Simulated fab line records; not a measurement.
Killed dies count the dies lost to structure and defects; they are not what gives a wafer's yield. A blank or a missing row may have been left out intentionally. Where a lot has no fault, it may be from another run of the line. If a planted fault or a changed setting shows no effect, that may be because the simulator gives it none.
fab line records ; flow n5Finfet
[record] lots = 9; wafers = 24; lastDay = 18
route steps=1938 shown PMOS_HMC_CHANNEL_EPI@57 FIN_SAQP@100 BEOL_M4@1111 PASSIVATION@1936
lots that met no fault: taken from a fault-free run of the same line
startH: start of the lot's first displayed wafer, in hours after the record's first day ; waitH: how many hours have passed since the lot's step before this one ; " the same as in the row above ; L1.1+2: a row that stands for several wafers ; - value missing, or start not given ; * or withheld: withheld ; < > ~ a bound
route shown NAME@n: NAME is a module with steps in the file, n the number in the route of the first one ; usual: mean/standard deviation of fault-free wafers ; same: alike in all rows ; chamber/n: place in a boat ; sites: the reading at each site ; _std_site: standard deviation of those values ; _edge_site: outer sites' mean less inner sites' ; radiusMm: how far each site lies from the wafer's centre ; mask NAME#n: copy n ; behind: the most recent tool/chamber to have shaped the wafer ; hold: why the lot went on hold/how many hours it stayed there/how the hold came to an end ; device: the n, p or np transistor that did not switch ; end of line: the same wafers' tests at the end of the route ; a step given without rows: its recipe and nothing more ; killed: dies lost to structure and defects at the first sort, not the wafer's yield ; map: per-die view of a wafer (x killed, . not killed, _ where there is no die)
set.NAME: the setting as run; set.NAME@STEP: as run at that earlier step ; model.NAME: the simulator's own value behind a step, which no gauge read
route steps across a sampled set of lots; one table per step, one row per wafer
services: when a tool's chamber went out of use (startH, in hours from the record's first day, below 0 if earlier), for how many hours, and the reason
[[steps]]
[step N5_PMOS_HMC_CHANNEL_EPI_HM_DEP_34]
[recipe] material = SiO2; targetThkA = 360; tempC = 400; precursor = TEOS/O2; pressureTorr = 6.5; rfW = 900; teosFlowSccm = 161.4; gas = O2; flowSccm = 2650; timeS = 6.9
[usual] heaterPowerW = 556/57; showerheadPlenumPTorr = 8.35/0.031; throttleValvePct = 18.9/1
lot.wafer;tool;chamber;startH;waitH;heaterPowerW;showerheadPlenumPTorr;throttleValvePct
L390.1;pecvd-04;0;29.05;0.0;490;8.37;19.0
L390.2;pecvd-04;1;29.05;0.0;563;8.33;19.4
L390.5;pecvd-04;1;29.05;0.0;564;8.33;19.0
L393.2;pecvd-04;2;47.25;0.0;579;8.37;18.4
L393.3;pecvd-04;0;47.25;0.0;579;8.38;18.9
L393.4;pecvd-04;2;47.25;0.0;579;8.34;18.3
L394.1;pecvd-04;1;52.58;0.0;583;8.30;19.1
L394.3;pecvd-04;2;52.58;0.0;610;8.33;18.5
L394.4;pecvd-04;2;52.58;0.0;595;8.35;18.5
L398.1;pecvd-04;1;77.28;0.0;487;8.30;19.2
L398.6;pecvd-04;2;77.28;0.0;562;8.35;18.6
L401.1;pecvd-01;1;97.21;0.0;476;8.40;20.2
L401.5;pecvd-01;0;97.21;0.0;576;8.38;20.3
L403.1;pecvd-01;0;107.35;0.0;595;8.40;20.3
L403.5;pecvd-01;0;107.35;0.0;582;8.40;20.5
L409.1;pecvd-04;1;142.60;0.0;485;8.32;19.4
L409.4;pecvd-04;0;142.60;0.0;555;8.38;18.9
L409.5;pecvd-04;1;142.60;0.0;493;8.33;19.2
L410.2;pecvd-01;1;149.07;0.0;489;8.36;20.6
L410.4;pecvd-01;1;149.07;0.0;475;8.39;20.3
L410.6;pecvd-01;0;149.07;0.0;464;8.38;20.3
L411.4;pecvd-04;1;154.74;0.0;504;8.31;19.2
L411.5;pecvd-04;0;154.74;0.0;541;8.37;19.2
L411.6;pecvd-04;2;154.74;0.0;554;8.35;18.7
[step N5_PMOS_HMC_CHANNEL_EPI_CD_MEAS_09]
[recipe] targetCdNm = 237.4; landingEnergyEv = 500; detector = seInlens
[usual] cdNm = 237.4/1.1
lot.wafer;tool;chamber;startH;waitH;cdNm
L390.1;cdSem-01;0;29.33;-;236.2
L390.2;cdSem-01;0;29.33;-;235.9
L390.5;cdSem-01;0;29.33;-;235.6
L393.2;cdSem-03;0;47.66;-;237.6
L393.3;cdSem-03;0;47.66;-;237.4
L393.4;cdSem-03;0;47.66;-;237.7
L394.1;cdSem-02;0;52.99;-;237.6
L394.3;cdSem-02;0;52.99;-;237.7
L394.4;cdSem-02;0;52.99;-;237.0
L398.1;cdSem-03;0;77.70;-;236.6
L398.6;cdSem-03;0;77.70;-;237.3
L401.1;cdSem-03;0;97.61;-;235.4
L401.5;cdSem-03;0;97.61;-;236.4
L403.1;cdSem-01;0;107.76;-;238.8
L403.5;cdSem-01;0;107.76;-;238.5
L409.1;cdSem-02;0;143.00;-;237.3
L409.4;cdSem-02;0;143.00;-;237.5
L409.5;cdSem-02;0;143.00;-;236.8
L410.2;cdSem-02;0;149.35;-;237.9
L410.4;cdSem-02;0;149.35;-;238.7
L410.6;cdSem-02;0;149.35;-;237.6
L411.4;cdSem-03;0;155.14;-;237.7
L411.5;cdSem-03;0;155.14;-;239.2
L411.6;cdSem-03;0;155.14;-;239.1
[step N5_PMOS_HMC_CHANNEL_EPI_OVL_MEAS_10]
[recipe] pointsPerWafer = 44
[usual] PMOS_HMC_BLK_OVL = 0.1/0.71
lot.wafer;tool;chamber;startH;waitH;PMOS_HMC_BLK_OVL[nm]
L390.1;overlay-02;0;29.36;0.0;-0.8
L390.2;overlay-02;0;29.36;0.0;0.1
L390.5;overlay-02;0;29.36;0.0;0.8
L393.2;overlay-02;0;47.69;0.0;-1.1
L393.3;overlay-02;0;47.69;0.0;-1.4
L393.4;overlay-02;0;47.69;0.0;0.0
L394.1;overlay-01;0;53.02;0.0;0.3
L394.3;overlay-01;0;53.02;0.0;-0.1
L394.4;overlay-01;0;53.02;0.0;0.3
L398.1;overlay-01;0;77.73;0.0;-0.7
L398.6;overlay-01;0;77.73;0.0;-0.3
L401.1;overlay-01;0;97.64;0.0;-0.4
L401.5;overlay-01;0;97.64;0.0;-0.1
L403.1;overlay-02;0;107.79;0.0;0.5
L403.5;overlay-02;0;107.79;0.0;0.1
L409.1;overlay-01;0;143.03;0.0;-1.3
L409.4;overlay-01;0;143.03;0.0;-0.8
L409.5;overlay-01;0;143.03;0.0;-0.5
L410.2;overlay-02;0;149.38;0.0;0.5
L410.4;overlay-02;0;149.38;0.0;0.7
L410.6;overlay-02;0;149.38;0.0;-0.6
L411.4;overlay-02;0;155.16;0.0;0.5
L411.5;overlay-02;0;155.16;0.0;1.5
L411.6;overlay-02;0;155.16;0.0;0.9
[step N5_FIN_SAQP_PECVD_06]
[recipe] material = a-Si; targetThkA = 600; tempC = 400; precursor = SiH4/He; pressureTorr = 3; rfW = 100; timeS = 48.1
[usual] heaterPowerW = 868/78; showerheadPlenumPTorr = 5.67/0.058; throttleValvePct = 17.8/0.54
lot.wafer;tool;chamber;startH;waitH;heaterPowerW;showerheadPlenumPTorr;throttleValvePct
L390.1;pecvd-02;0;33.37;0.0;953;5.64;17.5
L390.2;pecvd-02;2;33.37;0.0;924;5.71;17.5
L390.5;pecvd-02;0;33.37;0.0;945;5.64;17.5
L393.2;pecvd-03;0;51.24;0.0;908;5.67;17.4
L393.3;pecvd-03;2;51.24;0.0;782;5.66;17.6
L393.4;pecvd-03;2;51.24;0.0;762;5.64;17.7
L394.1;pecvd-03;2;58.58;0.0;637;5.66;17.4
L394.3;pecvd-03;0;58.58;0.0;937;5.66;17.0
L394.4;pecvd-03;1;58.58;0.0;836;5.81;17.7
L398.1;pecvd-03;1;81.96;0.0;875;5.81;17.8
L398.6;pecvd-03;2;81.96;0.0;752;5.64;17.4
L401.1;pecvd-03;0;101.97;0.0;991;5.66;17.3
L401.5;pecvd-03;0;101.97;0.0;834;5.65;17.4
L403.1;pecvd-03;2;111.89;0.0;759;5.64;17.3
L403.5;pecvd-03;1;111.89;0.0;911;5.80;17.8
L409.1;pecvd-02;1;146.91;0.0;854;5.61;17.1
L409.4;pecvd-02;0;146.91;0.0;971;5.64;17.4
L409.5;pecvd-02;2;146.91;0.0;936;5.67;17.6
L410.2;pecvd-02;2;153.04;0.0;818;5.69;17.5
L410.4;pecvd-02;2;153.04;0.0;866;5.69;17.9
L410.6;pecvd-02;0;153.04;0.0;933;5.63;17.4
L411.4;pecvd-02;1;158.88;0.0;829;5.60;17.4
L411.5;pecvd-02;2;158.88;0.0;936;5.71;17.7
L411.6;pecvd-02;1;158.88;0.0;855;5.62;17.4
[step N5_FIN_SAQP_THK_MEAS_07]
[usual] thkNm = 59.9/0.78
lot.wafer;tool;chamber;startH;waitH;thkNm
L390.1;filmMetro-02;-;33.49;0.1;59.0
L390.2;filmMetro-02;-;33.49;0.1;59.1
L390.5;filmMetro-02;-;33.49;0.1;59.9
L393.2;filmMetro-01;-;51.33;0.1;58.6
L393.3;filmMetro-01;-;51.33;0.1;58.5
L393.4;filmMetro-01;-;51.33;0.1;59.2
L394.1;filmMetro-01;-;58.67;0.1;58.3
L394.3;filmMetro-01;-;58.67;0.1;58.2
L394.4;filmMetro-01;-;58.67;0.1;59.9
L398.1;filmMetro-02;-;82.04;0.1;91.5
L398.6;filmMetro-02;-;82.04;0.1;92.8
L401.1;filmMetro-02;-;102.06;0.1;91.6
L401.5;filmMetro-02;-;102.06;0.1;59.8
L403.1;filmMetro-02;-;111.98;0.1;91.5
L403.5;filmMetro-02;-;111.98;0.1;61.4
L409.1;filmMetro-02;-;147.00;0.1;59.0
L409.4;filmMetro-02;-;147.00;0.1;59.5
L409.5;filmMetro-02;-;147.00;0.1;59.3
L410.2;filmMetro-02;-;153.13;0.1;59.6
L410.4;filmMetro-02;-;153.13;0.1;60.2
L410.6;filmMetro-02;-;153.13;0.1;60.7
L411.4;filmMetro-01;-;158.97;0.1;61.1
L411.5;filmMetro-01;-;158.97;0.1;60.2
L411.6;filmMetro-01;-;158.97;0.1;61.1
[step N5_FIN_SAQP_MANDREL_ETCH_22]
[recipe] targetDepthA = 600; chemistry = HBr/Cl2; target = a-Si; stopOn = SiNx; btTimeS = 10; overEtchFrac = 0.5; timeS = 30; pressureMtorr = 10; icpW = 800; biasW = 75; HBr_flow_sccm = 150; Cl2_flow_sccm = 80; ends = endPoint
[usual] drypumpMotorCurrentA = 5.5/0.36; oesProductAu = 0.769/0.013; throttleValvePct = 35.4/0.31
lot.wafer;tool;chamber;startH;waitH;drypumpMotorCurrentA;oesProductAu;rfHoursCounterH;throttleValvePct
L390.1;rieSi-06;2;34.23;0.0;5.7;0.771;24;35.4
L390.2;rieSi-06;3;34.23;0.0;6.1;0.781;107;35.7
L390.5;rieSi-06;1;34.23;0.0;5.2;0.754;-;34.6
L393.2;rieSi-03;0;52.19;0.0;5.4;0.748;189;35.4
L393.3;rieSi-03;3;52.19;0.0;5.1;0.774;175;35.7
L393.4;rieSi-03;1;52.19;0.0;5.5;0.761;177;35.8
L394.1;rieSi-01;0;59.64;0.0;6.1;0.752;2;35.1
L394.3;rieSi-01;3;59.64;0.0;5.3;0.762;144;35.6
L394.4;rieSi-01;2;59.64;0.0;5.4;0.773;2;35.2
L398.1;rieSi-03;1;82.91;0.0;5.5;0.991;177;35.3
L398.6;rieSi-03;0;82.91;0.0;5.4;0.994;-;34.9
L401.1;rieSi-03;2;102.93;0.0;5.9;0.998;76;34.9
L401.5;rieSi-03;1;102.93;0.0;5.6;0.766;-;35.8
L403.1;rieSi-03;2;112.85;0.0;5.9;0.992;76;34.9
L403.5;rieSi-03;1;112.85;0.0;5.5;0.776;-;35.7
L409.1;rieSi-03;1;147.87;0.0;5.5;0.763;179;35.8
L409.4;rieSi-03;2;147.87;0.0;5.9;0.762;77;35.4
L409.5;rieSi-03;3;147.87;0.0;5.1;0.779;-;35.7
L410.2;rieSi-03;0;154.00;0.0;5.4;0.756;191;35.4
L410.4;rieSi-03;2;154.00;0.0;5.9;0.778;77;35.4
L410.6;rieSi-03;3;154.00;0.0;5.1;0.798;-;35.7
L411.4;rieSi-03;0;159.71;0.0;5.4;0.767;191;35.3
L411.5;rieSi-03;3;159.71;0.0;5.1;0.786;-;35.6
L411.6;rieSi-03;0;159.71;0.0;5.4;0.773;-;35.3
[step N5_FIN_SAQP_INSPECT_40]
[recipe] inspectInstrument = brightfield; mode = aei
[usual] rawDefectCount = 189/47
lot.wafer;tool;chamber;startH;waitH;rawDefectCount
L390.1;defectInspect-02;-;38.37;0.0;163
L390.2;defectInspect-02;-;38.37;0.0;145
L390.5;defectInspect-02;-;38.37;0.0;167
L393.2;defectInspect-02;-;58.88;0.0;255
L393.3;defectInspect-02;-;58.88;0.0;191
L393.4;defectInspect-02;-;58.88;0.0;185
L394.1;defectInspect-01;-;67.12;0.2;178
L394.3;defectInspect-01;-;67.12;0.2;250
L394.4;defectInspect-01;-;67.12;0.2;208
L398.1;defectInspect-02;-;86.80;0.0;1486
L398.6;defectInspect-02;-;86.80;0.0;1680
L401.1;defectInspect-01;-;106.95;0.0;1788
L401.5;defectInspect-01;-;106.95;0.0;253
L403.1;defectInspect-02;-;116.89;0.0;1699
L403.5;defectInspect-02;-;116.89;0.0;165
L409.1;defectInspect-02;-;152.04;0.0;173
L409.4;defectInspect-02;-;152.04;0.0;204
L409.5;defectInspect-02;-;152.04;0.0;196
L410.2;defectInspect-02;-;158.27;0.0;162
L410.4;defectInspect-02;-;158.27;0.0;184
L410.6;defectInspect-02;-;158.27;0.0;177
L411.4;defectInspect-02;-;164.84;0.0;124
L411.5;defectInspect-02;-;164.84;0.0;154
L411.6;defectInspect-02;-;164.84;0.0;139
[step N5_BEOL_M4_RC_MEAS_101]
[usual] DIBL_N = 36.3/1.8; DIBL_P = 36.5/2.1; IOFF_N = 0.16/0.031; IOFF_P = 0.22/0.038; ION_N = 677/12; ION_P = 466/7.8; SS_N = 71.5/0.61; SS_P = 73.2/0.7; VT_N = 249/3; VT_P = -248.9/3
lot.wafer;tool;chamber;startH;waitH;DIBL_N[mV/V];DIBL_P[mV/V];IOFF_N[nA/um];IOFF_P[nA/um];ION_N[uA/um];ION_P[uA/um];SS_N[mV/dec];SS_P[mV/dec];VT_N[mV];VT_P[mV]
L390.1;prober-02;0;200.24;0.0;38.2;38.6;0.20;0.24;693;464;72.0;73.6;247;-246.9
L390.2;prober-02;0;200.24;0.0;36.2;36.3;0.17;0.20;688;462;71.4;72.0;250;-250.2
L390.5;prober-02;0;200.24;0.0;39.2;38.9;0.22;0.27;691;466;72.4;73.8;244;-246.2
L394.1;prober-01;0;229.69;0.0;35.2;34.4;0.14;0.19;678;469;71.7;72.3;249;-249.9
L394.3;prober-01;0;229.69;0.0;39.7;39.6;0.22;0.26;673;460;72.0;74.2;247;-245.4
L394.4;prober-01;0;229.69;0.0;40.4;41.0;0.24;0.30;703;474;71.7;74.4;242;-245.9
L393.2;prober-01;0;231.71;0.2;38.0;38.8;0.20;0.24;697;470;72.1;74.1;246;-249.7
L393.3;prober-01;0;231.71;0.2;38.9;39.3;0.21;0.25;705;468;71.5;74.0;246;-250.0
L393.4;prober-01;0;231.71;0.2;37.6;37.4;0.17;0.22;679;458;71.4;74.1;249;-252.2
L401.5;prober-01;0;264.52;0.6;38.9;38.3;0.18;0.27;679;467;72.9;73.5;250;-247.4
L403.5;prober-02;0;278.75;0.6;37.0;38.6;0.20;0.26;687;471;71.7;72.8;246;-247.5
L409.1;prober-02;0;307.68;0.0;32.2;32.2;0.10;0.15;641;449;70.8;72.1;256;-254.0
L409.4;prober-02;0;307.68;0.0;32.5;32.5;0.11;0.15;671;462;70.4;72.4;255;-252.8
L409.5;prober-02;0;307.68;0.0;33.8;33.8;0.12;0.17;650;453;70.7;72.5;253;-252.0
L411.4;prober-01;0;313.39;0.5;34.1;35.5;0.14;0.20;680;469;71.8;72.6;250;-250.0
L411.5;prober-01;0;313.39;0.5;34.1;34.8;0.14;0.19;661;457;71.4;72.4;249;-249.1
L411.6;prober-01;0;313.39;0.5;38.3;40.8;0.23;0.31;698;477;71.7;73.5;245;-246.5
L410.2;prober-01;0;316.46;0.2;36.1;36.8;0.17;0.23;682;469;71.8;73.2;248;-249.1
L410.4;prober-01;0;316.46;0.2;36.2;36.5;0.16;0.23;682;475;71.7;72.9;248;-246.7
L410.6;prober-01;0;316.46;0.2;36.2;37.3;0.16;0.25;683;467;71.4;73.1;249;-244.5
[step N5_PASSIVATION_PROBE_49]
[usual] defectLimitedYield = 91.2/1.5; killed_at_M0_to_M3 = 33/9.6; killed_at_M4_up = 14/5.6; killedAtContacts = 14/5.5; killedAtFrontEnd = 40/13; killedAtOther = 4/3; killedDies = 104/17; killedOnRim = 14/4.3; killedOpen = 68/13; killedShort = 33/7.2; sort_bin_5_function = 5.2/0.95; sort_bin_6_memory = 3.3/0.62; sort_bin_8_speed = 0.00/0.012; sortNPass = 1076/17; sortYieldPct = 91.2/1.5
[same] grossDies = 1180; killedAtBackSide = 0; sort_bin_4_leakage[%] = 0
lot.wafer;tool;chamber;startH;waitH;defectLimitedYield[%];killed_at_M0_to_M3;killed_at_M4_up;killedAtContacts;killedAtFrontEnd;killedAtOther;killedDies;killedOnRim;killedOpen;killedShort;sort_bin_5_function[%];sort_bin_6_memory[%];sort_bin_8_speed[%];sortNPass;sortYieldPct[%]
L398.1;prober-02;-;341.92;0.0;22.2;19;6;20;871;2;918;71;69;29;73.6;3.6;0;262;22.2
L398.6;prober-02;-;342.17;0.3;13.0;34;11;14;967;1;1027;59;71;29;84.2;2.6;0;153;13.0
L401.1;prober-01;-;372.57;0.0;8.7;36;8;11;1014;8;1077;84;68;36;87.8;3.1;0;103;8.7
L401.5;prober-01;-;372.77;0.2;90.7;24;9;13;50;14;110;15;69;31;5.3;3.5;0;1070;90.7
L403.1;prober-01;-;387.20;0.0;11.2;38;17;23;961;9;1048;65;86;34;84.2;4.2;0;132;11.2
L403.5;prober-01;-;387.40;0.2;89.8;43;10;19;41;7;120;13;74;45;5.8;4.3;0;1060;89.8
// killed by level:class
L398.1 FIN_SAQP:areaEtch=817 MOL_CONTACT_COAG:geometricParticle:open=17 STI_FIN_REVEAL:geometricParticle:open=14 FIN_SAQP:geometricParticle:short=7 FIN_SAQP:geometricParticle:open=6 DUMMY_GATE:geometricParticle:open=6 GATE_CUT:geometricParticle:short=6 BEOL_M1:geometricParticle:open=6
L398.6 FIN_SAQP:areaEtch=925 FIN_SAQP:geometricParticle:open=14 BEOL_M0_SAQP:geometricParticle:open=13 MOL_CONTACT_COAG:geometricParticle:open=11 BEOL_M1:geometricParticle:open=8 BEOL_M0_SAQP:geometricParticle:short=6 STARTING-WAFER:geometricParticle:open=5 FIN_SAQP:geometricParticle:short=4
L401.1 FIN_SAQP:areaEtch=970 FIN_SAQP:geometricParticle:open=13 BEOL_M0_SAQP:geometricParticle:open=13 FIN_SAQP:geometricParticle:short=10 STI_FIN_REVEAL:geometricParticle:open=9 BEOL_M0_SAQP:geometricParticle:short=9 MOL_CONTACT_COAG:geometricParticle:open=8 BEOL_M2:geometricParticle:open=6
L401.5 STI_FIN_REVEAL:geometricParticle:open=18 MOL_CONTACT_COAG:geometricParticle:open=13 FIN_SAQP:geometricParticle:short=8 FIN_SAQP:geometricParticle:open=6 BEOL_M3:geometricParticle:open=6 STARTING-WAFER:geometricParticle:short=5 BEOL_M2:geometricParticle:open=4 PASS1_CAP:geometricParticle:short=4
L403.1 FIN_SAQP:areaEtch=927 MOL_CONTACT_COAG:geometricParticle:open=18 BEOL_M3:geometricParticle:open=14 FIN_SAQP:geometricParticle:open=13 BEOL_M1:geometricParticle:open=10 STI_FIN_REVEAL:geometricParticle:open=6 MOL_CONTACT_COAG:geometricParticle:short=5 BEOL_M1:geometricParticle:short=5
L403.5 MOL_CONTACT_COAG:geometricParticle:open=16 FIN_SAQP:geometricParticle:short=15 BEOL_M0_SAQP:geometricParticle:open=12 BEOL_M0_SAQP:geometricParticle:short=11 FIN_SAQP:geometricParticle:open=9 BEOL_M3:geometricParticle:open=6 BEOL_M2:geometricParticle:open=5 BEOL_M4:geometricParticle:open=5
[[services]]
tool;chamber;startH;hours;kind
pecvd-02;-;14.05;1.0;repair
pecvd-01;-;25.03;0.7;repair
pecvd-02;1;30.25;5.5;scheduledDown
pecvd-04;0;31.37;2.1;scheduledDown
pecvd-01;2;39.79;5.5;scheduledDown
pecvd-03;-;41.00;0.3;repair
rieSi-03;2;46.14;3.0;repair
pecvd-02;2;60.07;19.6;repair
pecvd-04;0;63.15;16.5;scheduledDown
pecvd-01;-;70.43;2.8;pm
pecvd-01;0;76.33;2.1;scheduledDown
rieSi-01;1;76.86;3.3;repair
pecvd-03;-;77.16;0.7;repair
pecvd-04;1;79.65;2.1;scheduledDown
rieSi-06;3;87.87;1.8;repair
rieSi-01;2;88.09;2.4;repair
pecvd-01;1;88.82;2.1;scheduledDown
rieSi-01;3;90.97;18.9;repair
pecvd-04;0;105.45;5.5;repair
pecvd-02;0;105.46;-;calibration
pecvd-01;-;154.39;1.6;repair
rieSi-06;2;156.33;3.4;repair
pecvd-02;0;156.38;6.4;repair
[[key]]
[firstSign] step = N5_FIN_SAQP_THK_MEAS_07; reading = thkNm; direction = up; sigmas = 41; usual = *; struck = *
[effect] step = N5_FIN_SAQP_MANDREL_ETCH_22; reading = oesProductAu; direction = up; sigmas = 18; usual = 0.769; struck = 0.994
[effect] step = N5_FIN_SAQP_INSPECT_40; reading = rawDefectCount; direction = up; sigmas = 31; usual = 189; struck = 1663
[effect] step = N5_PASSIVATION_PROBE_49; reading = sort_bin_5_function; direction = up; sigmas = 81; usual = 5.2; struck = 82.4
[moreKillsBornAt] N5_FIN_SAQP_MANDREL_ETCH_22@rieSi-03 = 3639
metAt N5_FIN_SAQP_PECVD_06
struckLots L398,L401,L403
struckWafers L398.1,L398.6,L401.1,L403.1
laterRowsLeftOut L398.1,L398.6,L401.1,L403.1
notActingAt N5_PMOS_HMC_CHANNEL_EPI_HM_DEP_34,N5_PMOS_HMC_CHANNEL_EPI_CD_MEAS_09,N5_PMOS_HMC_CHANNEL_EPI_OVL_MEAS_10
onsetBetween 58.58 81.96
[fault] kind = processParameterDrift; tool = pecvd-03; chamber = -; onsetH = 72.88; steps = N5_FIN_SAQP_PECVD_06; channel = timeS; offset = *; shape = step; endH = 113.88; scope = struckWafersOnly; actsIn = *; stated = *
// laterRowsLeftOut: the simulator's readings of these wafers behind a module that went badly wrong aren't trusted and aren't shown, but for the sort
